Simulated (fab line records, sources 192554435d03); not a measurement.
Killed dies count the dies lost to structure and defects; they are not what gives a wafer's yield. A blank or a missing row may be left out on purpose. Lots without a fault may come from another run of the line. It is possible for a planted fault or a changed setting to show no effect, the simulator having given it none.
fab line records	flow n5Finfet
record lots=4	wafers=12	lastDay=17
route steps=1938 shown BEOL_M0_SAQP@657 BEOL_M0@715 BEOL_M4@1111 PASSIVATION@1936
lots with no fault: from the same line, run without faults
startH: hours from the record's opening day to when the first of the lot's shown wafers began	waitH: hours since the lot's step before	" the same as in the row above	L1.1+2: a row that stands for several wafers	- value missing, or start not given	* or withheld: withheld	< > ~ a bound
route shown NAME@n: names a module that has steps shown in the file, with the first one's number in the route	usual: mean/standard deviation of fault-free wafers	same: alike in all rows	chamber/n: place in a boat	sites: readings site by site	_std_site: their standard deviation	_edge_site: the outer-site mean with the inner-site mean subtracted	radiusMm: for every site, how far away it sits from the centre of the wafer	mask NAME#n: copy n	behind: the most recent tool/chamber to have shaped the wafer	hold: why the lot went on hold/how many hours it stayed there/how the hold came to an end	device: the transistor (n, p or np) that didn't switch	end of line: the tests these same wafers got at the end of their route	where a step has no rows: the recipe by itself	killed: dies lost to structure and defects at the first sort, not the wafer's yield	map: the dies of a wafer, with x for killed, . for not killed, _ for no die there
set.NAME: the setting that was run; set.NAME@STEP: the one run at that earlier step	model.NAME: the simulator's own value behind a step, which no gauge read
lots at selected steps of the route; one table per step, one row per wafer
services: when a tool's chamber went out of use (startH, in hours from the record's first day, below 0 if earlier), for how many hours, and the reason
## steps
# step N5_BEOL_M0_SAQP_STRIP_113
# recipe chemistry=CHF3/O2	resist=SiARC	rfFrequencyHz=6e+07
# step N5_BEOL_M0_SAQP_MANDREL_ETCH_20
# recipe targetDepthA=600	chemistry=HBr/Cl2	target=a-Si	stopOn=SiNx	btTimeS=10	maskMaterial=SOC	overEtchFrac=0.5	timeS=30	pressureMtorr=10	icpW=800	biasW=75	HBr_flow_sccm=150	Cl2_flow_sccm=80	ends=endPoint
# step N5_BEOL_M0_SAQP_STRIP_86
# recipe chemistry=N2/H2	powerW=500	tempC=40	pressureMtorr=50	rfFrequencyHz=6e+07	overashFraction=0.3	biasPowerW=28	h2Frac=0.5	n2FlowSccm=300	h2FlowSccm=300
# step N5_BEOL_M0_SAQP_STRIP_115
# recipe chemistry=postEtchResidueRemover	timeS=60	tempC=25	removerPh=withheld	removerWaterWtPct=withheld	removerFluorideWtPct=withheld
# step N5_BEOL_M0_SAQP_SRD_93
# recipe dry=ipaMarangoni	timeS=30	tempC=23	rinseLiquid=diw
# step N5_BEOL_M0_SAQP_RECESS_114
# recipe chemistry=HF/NH3	target=SiO2	targetDepthA=144	afsCycles=3	tempC=30	sublimationTempC=180	sublimationTimeS=60
# step N5_BEOL_M0_SAQP_SPACER1_ALD_98
# recipe material=SiO2	targetThkA=128	tempC=300	aldPrecursorFamily=BDEAS	aldCoReactant=O2-plasma	pulseTimeS=1	purgeTimeS=2	coReactantPurgeTimeS=2	aldCycles=138	pressureTorr=2
# step N5_BEOL_M0_SAQP_SPACER1_ETCHBACK_99
# recipe chemistry=CHF3/O2	mode=anisotropicEtchback	target=SiO2	targetDepthA=154	timeS=7.7	pressureMtorr=30	sourceW=650	biasW=170	Ar_flow_sccm=200	CHF3_flow_sccm=50	O2_flow_sccm=5	ionEnergyEv=200
# step N5_BEOL_M0_SAQP_MANDREL1_REMOVE_100
# recipe chemistry=HBr/Cl2/O2	btTimeS=10	target=a-Si	stopOn=SiNx	endpoint=OES-SiCl	overEtchFrac=0.85	icpW=600	biasW=30	HBr_flow_sccm=150	Cl2_flow_sccm=80	O2_flow_sccm=5	pressureMtorr=10
# step N5_BEOL_M0_SAQP_ETCH_101
# recipe chemistry=CH3F/O2	target=SiNx	maskMaterial=SiO2	targetDepthA=299	timeS=42.7	pressureMtorr=30	sourceW=395	biasW=73	Ar_flow_sccm=150	CH3F_flow_sccm=30	O2_flow_sccm=20	ionEnergyEv=120
# step N5_BEOL_M0_SAQP_ETCH_102
# recipe chemistry=CF4	target=SiO2	targetDepthA=40	ionEnergyEv=350	timeS=4.4	pressureMtorr=10	icpW=800	biasW=400	cf4FlowSccm=80
# step N5_BEOL_M0_SAQP_MANDREL_ETCH_103
# recipe chemistry=HBr/Cl2	target=a-Si	targetDepthA=450	btTimeS=10	stopOn=SiCN	maskMaterial=SiO2	overEtchFrac=0.8	timeS=27	pressureMtorr=10	icpW=800	biasW=75	HBr_flow_sccm=150	Cl2_flow_sccm=80	ends=endPoint
# usual drypumpMotorCurrentA=5.7/0.32	oesProductAu=0.680/0.013	throttleValvePct=35.55/0.24
lot.wafer	tool	chamber	startH	waitH	drypumpMotorCurrentA	oesProductAu	rfHoursCounterH	throttleValvePct	model.SiCN_of_BEOL_M0_SAQP_PECVD_03.thkNm
L292.3	rieSi-02	2	176.54	0.0	5.5	0.663	154	35.50	9.2
L292.4	"	3	"	"	5.9	0.676	154	35.44	8.6
L292.5	"	1	"	"	6.0	0.665	-	35.86	9.6
L293.3	rieSi-02	3	183.22	0.0	5.9	0.689	154	35.45	8.6
L293.4	"	2	"	"	5.6	0.678	154	35.47	9
L293.5	"	3	"	"	5.9	0.686	-	35.44	8.8
L297.2	rieSi-02	0	206.50	0.0	5.9	0.666	150	35.58	6
L297.4	"	3	"	"	5.9	0.669	154	35.47	8.8
L297.6	"	1	"	"	6.0	0.672	-	35.86	6.6
L298.3	rieSi-02	2	217.02	0.0	5.5	0.670	155	35.49	9
L298.5	"	0	"	"	5.9	0.668	-	35.56	6.2
L298.6	"	1	"	"	6.0	0.684	-	35.85	6.8
# step N5_BEOL_M0_SAQP_RECESS_104
# recipe chemistry=HF/NH3	target=SiO2	targetDepthA=180	afsCycles=3	tempC=30	sublimationTempC=180	sublimationTimeS=60
# step N5_BEOL_M0_SAQP_COAT_105
# recipe resist=SOC	tempC=250	timeS=60	spinRpm=1500	resistThkNm=100
# step N5_BEOL_M0_SAQP_ETCH_106
# recipe chemistry=N2/H2	target=SOC	targetDepthA=1500	stopOn=SiNx	ionEnergyEv=100	biasW=61	pressureMtorr=30	sourceW=850	n2FlowSccm=200	h2FlowSccm=200
# step N5_BEOL_M0_SAQP_ETCH_107
# recipe chemistry=CH3F/O2	target=SiNx	targetDepthA=300	maskMaterial=SOC	pressureMtorr=30	sourceW=395	biasW=73	Ar_flow_sccm=150	CH3F_flow_sccm=30	O2_flow_sccm=20	ionEnergyEv=120
# step N5_BEOL_M0_SAQP_STRIP_108
# recipe chemistry=N2/H2	powerW=500	tempC=40	pressureMtorr=50	rfFrequencyHz=6e+07	overashFraction=0.3	biasPowerW=28	h2Frac=0.5	n2FlowSccm=300	h2FlowSccm=300
# step N5_BEOL_M0_SAQP_RECESS_109
# recipe chemistry=HF/NH3	target=SiO2	targetDepthA=30	afsCycles=1	tempC=30	sublimationTempC=180	sublimationTimeS=60
# usual drypumpMotorCurrentA=5.43/0.3
lot.wafer	tool	chamber	startH	waitH	drypumpMotorCurrentA	model.SiCN_of_BEOL_M0_SAQP_PECVD_03.thkNm
L292.3	vaporEtch-01	1	177.27	0.1	5.70	8.8
L292.4	"	0	"	"	5.63	8.4
L292.5	"	1	"	"	5.68	9.2
L293.3	vaporEtch-02	0	183.96	0.1	5.58	8.2
L293.4	"	1	"	"	4.98	8.6
L293.5	"	1	"	"	4.97	8.4
L297.2	vaporEtch-02	1	207.19	0.0	4.96	5.8
L297.4	"	0	"	"	5.58	8.6
L297.6	"	1	"	"	4.98	6.4
L298.3	vaporEtch-01	1	217.75	0.1	5.67	8.8
L298.5	"	1	"	"	5.64	5.8
L298.6	"	0	"	"	5.64	6.4
# step N5_BEOL_M0_SAQP_SPACER2_ALD_26
# recipe material=SiO2	targetThkA=150	tempC=300	aldPrecursorFamily=BDEAS	aldCoReactant=O2-plasma	pulseTimeS=1	purgeTimeS=2	coReactantPurgeTimeS=2	pressureTorr=2
# step N5_BEOL_M0_SAQP_SPACER2_ETCHBACK_27
# recipe chemistry=CHF3/O2	mode=anisotropicEtchback	target=SiO2	targetDepthA=225	timeS=11.25	pressureMtorr=30	sourceW=650	biasW=170	Ar_flow_sccm=200	CHF3_flow_sccm=50	O2_flow_sccm=5	ionEnergyEv=200
# step N5_BEOL_M0_SAQP_MANDREL2_REMOVE_110
# recipe chemistry=HBr/Cl2/O2	btTimeS=10	target=a-Si	stopOn=SiCN	endpoint=OES-SiCl	overEtchFrac=1	icpW=600	biasW=30	HBr_flow_sccm=150	Cl2_flow_sccm=80	O2_flow_sccm=5	pressureMtorr=10
# step N5_BEOL_M0_SAQP_COAT_69
# recipe resist=SOC	tempC=250	timeS=60	spinRpm=1500	resistThkNm=90
# step N5_BEOL_M0_SAQP_COAT_72
# recipe resist=SiARC	tempC=220	timeS=60	spinRpm=1500	resistThkNm=15
# step N5_BEOL_M0_SAQP_COAT_87
# recipe resist=underlayer	tempC=205	timeS=60	spinRpm=1500	resistThkNm=5
# step N5_BEOL_M0_SAQP_COAT_34
# recipe resist=CAR-EUV	spinRpm=1500	resistThkNm=30
# step N5_BEOL_M0_SAQP_EBR_36
# recipe solvent=PGMEA	ebrWidthMm=1.5
# step N5_BEOL_M0_SAQP_SOFTBAKE_35
# recipe tempC=110	timeS=60	resist=CAR-EUV
# step N5_BEOL_M0_SAQP_EXPOSE_37
# recipe maskId=M0_CUT1	na=0.33	sourceShape=annular	sigmaInner=0.35	sigmaOuter=0.8	polarization=unpolarized	targetCdNm=30	doseMj=44.75
# step N5_BEOL_M0_SAQP_PEB_38
# recipe pebTempC=100	pebTimeS=60	resist=CAR-EUV
# step N5_BEOL_M0_SAQP_DEVELOP_39
# recipe developTimeS=30	developer=TMAH	resist=CAR-EUV	rinseLiquid=surfactantRinse	dry=airSpin	devTempC=23
# step N5_BEOL_M0_SAQP_DESCUM_45
# recipe chemistry=O2	timeS=7	sourcePowerW=50	biasPowerW=20	pressureMtorr=20	rfFrequencyHz=2.712e+07	tempC=40	resist=CAR-EUV	o2FlowSccm=225
# step N5_BEOL_M0_SAQP_ETCH_88
# recipe chemistry=N2/H2	target=underlayer	targetDepthA=65	timeS=5.2	ionEnergyEv=200	maskMaterial=CAR-EUV	pressureMtorr=30	sourceW=840	biasW=150	n2FlowSccm=200	h2FlowSccm=200	ends=cleared
# step N5_BEOL_M0_SAQP_ETCH_73
# recipe chemistry=CF4	target=SiARC	targetDepthA=195	maskMaterial=CAR-EUV	timeS=32.5	ionEnergyEv=80	pressureMtorr=40	sourceW=545	biasW=36	Ar_flow_sccm=100	cf4FlowSccm=100	ends=cleared
# step N5_BEOL_M0_SAQP_CUT_ETCH_46
# recipe chemistry=N2/H2	target=SOC	targetDepthA=1350	overetchA=270	tempC=40	timeS=202.5	ionEnergyEv=200	maskMaterial=SiARC	pressureMtorr=30	sourceW=840	biasW=150	n2FlowSccm=200	h2FlowSccm=200
# step N5_BEOL_M0_SAQP_STRIP_74
# recipe chemistry=N2/H2	tempC=40	n2FlowSccm=200	h2FlowSccm=200	rfFrequencyHz=6e+07
# step N5_BEOL_M0_SAQP_STRIP_89
# recipe chemistry=N2/H2	tempC=40	n2FlowSccm=200	h2FlowSccm=200	rfFrequencyHz=6e+07
# step N5_BEOL_M0_SAQP_ALD_48
# recipe material=SiO2	targetThkA=200	tempC=100	aldPrecursorFamily=BDEAS	aldCoReactant=O2-plasma	pulseTimeS=1	coReactantPulseTimeS=1	purgeTimeS=2	coReactantPurgeTimeS=2	aldCycles=139	pressureTorr=2
# step N5_BEOL_M0_ETCH_138
# recipe chemistry=CH3F/O2	targetDepthA=120	target=SiCN	timeS=31.6	ionEnergyEv=120	pressureMtorr=30	sourceW=395	biasW=75	Ar_flow_sccm=150	CH3F_flow_sccm=30	O2_flow_sccm=20	ends=cleared
# usual drypumpMotorCurrentA=5.7/0.43	etchRfOnTimeS=29.0/1.1	oesProductAu=0.67/0.09	rfVppV=297.7/1.5	showerheadPlenumPTorr=2.02/0.053	throttleValvePct=16.31/0.25
lot.wafer	tool	chamber	startH	waitH	drypumpMotorCurrentA	etchRfOnTimeS	oesProductAu	rfHoursCounterH	rfVppV	showerheadPlenumPTorr	throttleValvePct	model.etch.depthNm	model.SiO2_of_BEOL_M0_SAQP_SPACER2_ALD_26.thkNm
L292.3	rieDiel-06	0	180.55	0.0	5.3	30.8	0.59	211	295.1	1.93	16.58	8.817	5.2
L292.4	"	3	"	"	5.7	28.3	0.76	23	297.6	2.03	15.91	8.325	5.2
L292.5	"	0	"	"	5.3	32.3	0.58	-	295.5	1.93	16.58	9.199	5.2
L293.3	rieDiel-04	3	187.13	0.0	5.4	28.0	0.61	234	296.9	1.97	16.62	8.244	5.4
L293.4	"	0	"	"	5.3	29.6	0.58	246	298.6	2.06	16.76	8.57	5
L293.5	"	2	"	"	5.9	28.5	0.69	-	298.6	2.10	16.36	8.461	5.2
L297.2	rieDiel-06	3	210.04	0.0	5.7	31.6	0.75	32	299.6	2.03	15.95	9.231	5
L297.4	"	1	"	"	6.4	27.6	0.83	12	296.7	2.05	15.91	8.549	4.8
L297.6	"	3	"	"	5.7	21.6	0.74	-	297.5	2.03	15.95	6.341	5.4
L298.3	rieDiel-05	1	221.23	0.0	6.1	29.4	0.74	48	297.9	2.04	15.98	8.736	4.8
L298.5	"	1	"	"	6.1	31.2	0.73	-	298.3	2.04	15.98	9.231	4.8
L298.6	"	2	"	"	5.7	21.6	0.65	-	297.8	2.07	16.25	6.397	5.4
# step N5_BEOL_M0_HM_OPEN_105
# recipe chemistry=Cl2/BCl3	targetDepthA=120	target=TiN	ionEnergyEv=150	pressureMtorr=10	icpW=1000	biasW=126	Cl2_flow_sccm=53.25	bcl3FlowSccm=21.75	Ar_flow_sccm=25
# usual drypumpMotorCurrentA=5.64/0.24	oesProductAu=0.83/0.13	throttleValvePct=22.29/0.18
lot.wafer	tool	chamber	startH	waitH	drypumpMotorCurrentA	oesProductAu	rfHoursCounterH	throttleValvePct	model.SiO2_of_BEOL_M0_SAQP_SPACER2_ALD_26.thkNm
L292.3	rieMetal-03	0	181.42	0.8	5.99	0.61	-	22.43	2.8
L292.4	"	1	"	"	5.47	0.74	-	22.10	2.8
L292.5	"	0	"	"	5.96	0.60	-	22.44	2.8
L293.3	rieMetal-01	0	190.63	3.5	5.40	0.87	-	22.24	2.8
L293.4	"	1	"	"	5.82	0.96	-	22.53	2.6
L293.5	"	0	"	"	5.40	0.87	-	22.26	2.6
L297.2	rieMetal-03	0	214.11	4.0	5.98	0.61	122	22.41	2.6
L297.4	"	0	"	"	5.99	0.62	-	22.42	2.4
L297.6	"	1	"	"	5.45	0.73	-	22.11	3.2
L298.3	rieMetal-03	1	223.91	2.6	5.49	0.73	-	22.11	2.4
L298.5	"	1	"	"	5.52	0.72	-	22.14	2.6
L298.6	"	0	"	"	5.97	0.61	-	22.43	3
# step N5_BEOL_M0_ETCH_128
# recipe chemistry=CF4/N2	targetDepthA=120	overetchA=51	target=SiCN	timeS=21.4	ionEnergyEv=150	pressureMtorr=40	sourceW=430	biasW=70	Ar_flow_sccm=100	cf4FlowSccm=60	n2FlowSccm=60
# usual drypumpMotorCurrentA=5.8/0.39	oesProductAu=0.55/0.068	rfVppV=382.9/1.7	showerheadPlenumPTorr=2.23/0.059	throttleValvePct=15.39/0.25
lot.wafer	tool	chamber	startH	waitH	drypumpMotorCurrentA	oesProductAu	rfHoursCounterH	rfVppV	showerheadPlenumPTorr	throttleValvePct	model.etch.depthNm
L292.3	rieDiel-06	0	182.46	0.6	5.4	0.48	212	379.8	2.11	15.64	8.817
L292.4	"	2	"	"	6.4	0.63	16	382.5	2.24	15.09	8.325
L292.5	"	2	"	"	6.4	0.67	-	384.2	2.24	15.08	9.199
L293.3	rieDiel-06	1	191.08	0.0	6.5	0.65	5	383.9	2.27	15.06	8.244
L293.4	"	3	"	"	5.7	0.61	26	381.7	2.25	15.10	8.57
L293.5	"	1	"	"	6.5	0.66	-	382.5	2.27	15.06	8.461
L297.2	rieDiel-04	2	214.53	0.0	5.8	0.65	120	384.2	2.31	15.54	12
L297.4	"	0	"	"	5.3	0.67	1	384.9	2.26	15.28	8.549
L297.6	"	1	"	"	5.4	0.57	-	382.4	2.26	15.60	12
L298.3	rieDiel-05	0	224.37	0.2	5.4	0.63	27	381.0	2.17	15.27	8.736
L298.5	"	1	"	"	6.1	0.70	-	384.0	2.24	15.07	12
L298.6	"	2	"	"	5.7	0.61	-	384.5	2.31	15.49	12
# step N5_BEOL_M4_RC_MEAS_101
# usual DIBL_N=36.1/2	DIBL_P=36.3/2.5	IOFF_N=0.16/0.037	IOFF_P=0.21/0.039	ION_N=678/15	ION_P=465/8.7	SS_N=71.4/0.7	SS_P=73.3/0.74	VT_N=249/3.6	VT_P=-250.0/2.9
lot.wafer	tool	chamber	startH	waitH	DIBL_N[mV/V]	DIBL_P[mV/V]	IOFF_N[nA/um]	IOFF_P[nA/um]	ION_N[uA/um]	ION_P[uA/um]	SS_N[mV/dec]	SS_P[mV/dec]	VT_N[mV]	VT_P[mV]
L292.3	prober-01	0	256.17	0.3	37.9	36.7	0.17	0.24	654	455	72.0	73.6	252	-246.1
L292.4	"	0	"	"	34.7	33.0	0.13	0.19	670	457	70.6	72.4	251	-249.3
L292.5	"	0	"	"	35.3	33.8	0.13	0.20	657	465	71.1	73.2	252	-250.4
L293.3	prober-02	0	256.59	0.3	33.7	33.8	0.13	0.18	677	465	70.9	72.3	252	-252.4
L293.4	"	0	"	"	34.7	34.0	0.14	0.19	658	453	71.0	72.8	250	-252.1
L293.5	"	0	"	"	33.9	34.1	0.13	0.19	680	468	70.7	72.6	249	-252.0
L297.2	prober-02	0	284.11	0.2	37.8	39.4	0.20	0.21	685	459	71.8	73.6	243	-253.1
L297.4	"	0	"	"	35.1	36.4	0.14	0.18	683	468	71.0	73.1	250	-252.0
L297.6	"	0	"	"	32.7	32.8	0.12	0.14	663	449	70.2	72.4	252	-257.2
L298.3	prober-02	0	299.46	0.3	32.7	32.9	0.11	0.16	668	463	70.4	72.5	256	-250.3
L298.5	"	0	"	"	33.5	33.2	0.12	0.16	664	460	70.7	72.6	254	-253.1
L298.6	"	0	"	"	38.5	41.1	0.21	0.30	676	469	71.9	74.7	247	-245.6
# step N5_PASSIVATION_PROBE_49
# usual defectLimitedYield=91.1/1.3	killed_at_M0_to_M3=32/9.7	killed_at_M4_up=16/6	killedAtContacts=12/5.9	killedAtFrontEnd=41/11	killedAtOther=4/3.1	killedDies=104/16	killedOpen=68/12	killedShort=34/7.4	sort_bin_5_function=5.1/0.85	sort_bin_6_memory=3.3/0.66	sortNPass=1075/16	sortYieldPct=91.1/1.4
# same grossDies=1180	killedAtBackSide=0	sort_bin_4_leakage[%]=0	sort_bin_8_speed[%]=0
lot.wafer	tool	chamber	startH	waitH	defectLimitedYield[%]	killed_at_M0_to_M3	killed_at_M4_up	killedAtContacts	killedAtFrontEnd	killedAtOther	killedDies	killedOpen	killedShort	sort_bin_5_function[%]	sort_bin_6_memory[%]	sortNPass	sortYieldPct[%]
L293.5	prober-01	-	367.76	0.2	89.9	37	18	7	46	11	119	77	37	5.8	3.5	1061	89.9
# killed by level:class
L293.5 GATE_CUT:geometricParticle:short=9 FIN_SAQP:geometricParticle:short=8 FIN_SAQP:geometricParticle:open=8 BEOL_M0:geometricParticle:open=8 BEOL_M2:geometricParticle:open=8 MOL_CONTACT_COAG:geometricParticle:open=6 BEOL_M0_SAQP:geometricParticle:open=5 STI_FIN_REVEAL:geometricParticle:open=4
## services
tool	chamber	startH	hours	kind
rieMetal-01	-	158.39	2.1	repair
rieDiel-06	1	163.37	-	clean
rieDiel-06	1	163.37	-	consumableReplace:focusRing
rieDiel-06	1	163.37	11.2	scheduledDown
rieDiel-06	1	163.37	11.2	ventCycle
rieDiel-05	0	167.07	5.0	repair
rieDiel-04	2	175.54	3.6	repair
rieDiel-05	1	183.42	12.0	repair
rieMetal-03	0	188.68	12.9	repair
rieDiel-04	0	197.28	-	clean
rieDiel-04	0	197.28	-	consumableReplace:focusRing
rieDiel-04	0	197.28	12.2	scheduledDown
rieDiel-04	0	197.28	12.2	ventCycle
rieDiel-05	-	205.16	0.7	repair
rieDiel-05	-	218.37	0.1	repair
## key
firstSign none at tools or gauges
modelEffect step=N5_BEOL_M0_SAQP_MANDREL_ETCH_103	value=SiCN_of_BEOL_M0_SAQP_PECVD_03.thkNm	without=9	struck=6.4
modelEffect step=N5_BEOL_M0_SAQP_RECESS_109	value=SiCN_of_BEOL_M0_SAQP_PECVD_03.thkNm	without=8.6	struck=6.1
modelEffect step=N5_BEOL_M0_ETCH_138	value=etch.depthNm	without=8.647	struck=7.8
modelEffect step=N5_BEOL_M0_HM_OPEN_105	value=SiO2_of_BEOL_M0_SAQP_SPACER2_ALD_26.thkNm	without=2.65	struck=2.85
modelEffect step=N5_BEOL_M0_ETCH_128	value=etch.depthNm	without=8.647	struck=12
metAt N5_BEOL_M0_SAQP_MANDREL_ETCH_103
struckWafers L297.2,L297.6,L298.5,L298.6
onsetBetween 183.22 206.50
fault kind=processParameterDrift	tool=rieSi-02	chamber=-	onsetH=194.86	steps=N5_BEOL_M0_SAQP_MANDREL_ETCH_103	channel=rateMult	offset=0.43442	shape=step	endH=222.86	scope=struckWafersOnly
